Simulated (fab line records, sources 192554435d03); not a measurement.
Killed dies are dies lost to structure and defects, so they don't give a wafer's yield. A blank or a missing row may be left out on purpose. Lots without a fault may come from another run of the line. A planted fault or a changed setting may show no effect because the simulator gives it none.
Which tool did it? | flow n5_finfet | 10 lots, 29 wafers sampled, at 3 steps of a route of 1938

WHAT THE GAUGES READ, wafer by wafer
N5_ILD0_THK_MEAS_13.
lot  | measured    | on            | thk_nm (nm)
L841 | day 4 03:44 | film_metro-01 | 17.1 19.7 18.7
L844 | day 4 16:44 | film_metro-01 | 16.0 17.2 14.1
L850 | day 6 08:55 | film_metro-02 | 16.1 16.6
L853 | day 7 02:58 | film_metro-01 | 17.2 20.2 14.1
L854 | day 7 06:13 | film_metro-02 | 24.1 23.8 24.0
L855 | day 7 14:28 | film_metro-02 | 24.1 24.2 24.0
L856 | day 7 16:20 | film_metro-01 | 24.2 23.8 23.8
L857 | day 7 23:16 | film_metro-02 | 18.3 14.7 15.8
L862 | day 9 06:50 | film_metro-01 | 17.7 16.5 14.2
L863 | day 9 11:16 | film_metro-02 | 17.5 19.9 17.0

WHICH TOOL RAN EACH LOT (tool, then ch and the chambers of the sampled wafers, then the start)
lot  | N5_ILD0_ALD_15                   | N5_ILD0_CMP_12
L841 | ald_sin-01 ch 0,2,3, day 4 01:14 | cmp-04 ch 0,1,2, day 4 03:27
L844 | ald_sin-04 ch 0,3, day 4 14:14   | cmp-03 ch 2,3, day 4 16:29
L850 | ald_sin-02 ch 0,1, day 6 06:25   | cmp-04 ch 3, day 6 08:37
L853 | ald_sin-02 ch 0,1,2, day 7 00:28 | cmp-02 ch 0,1,3, day 7 02:41
L854 | ald_sin-02 ch 1,2,3, day 7 03:43 | cmp-02 ch 2,3, day 7 05:58
L855 | ald_sin-01 ch 0,1,3, day 7 11:58 | cmp-02 ch 1,2, day 7 14:10
L856 | ald_sin-02 ch 0,1, day 7 13:50   | cmp-03 ch 0,2, day 7 16:04
L857 | ald_sin-02 ch 0,2,3, day 7 20:47 | cmp-03 ch 0,2,3, day 7 22:59
L862 | ald_sin-04 ch 0,1,3, day 9 04:20 | cmp-03 ch 1,2,3, day 9 06:37
L863 | ald_sin-02 ch 0,3, day 9 08:46   | cmp-04 ch 0,1,2, day 9 11:02
- N5_ILD0_ALD_15: deposits SiNx, target thk 24 nm, pulse time 1 s, ald cycles 480.
- N5_ILD0_CMP_12: polishes SiNx, stops on poly-Si, t overpolish 6 s, target thk 17.67 nm.

THE ANSWER, worked out from the rows above alone
Rule: what is usual is taken from the lots themselves. Put in order of their means at a reading, lots are off if they are a third of the lots or fewer, leave a main group of 4 or more, and stand apart from it by a gap of 3 or more times the standard deviation of the main group's means; of several such gaps the widest counts. A main group whose means are all the same, to the digits that the tables above print for the reading, isn't used. A lot without any number at a reading at which 4 lots or more have one is off too. The other lots that the step has rows for count as sound.
Off: L854, L855, L856, at N5_ILD0_THK_MEAS_13 (thk_nm). The main group: mean 16.9 nm, standard deviation 0.98.
A tool fits if, at a process step before that reading, it ran every lot that is off, and no sound lot after the first of them. The gauges at N5_ILD0_THK_MEAS_13 are tried like those tools. None of those tried fits.

WHAT THE SIMULATOR HAD PUT IN
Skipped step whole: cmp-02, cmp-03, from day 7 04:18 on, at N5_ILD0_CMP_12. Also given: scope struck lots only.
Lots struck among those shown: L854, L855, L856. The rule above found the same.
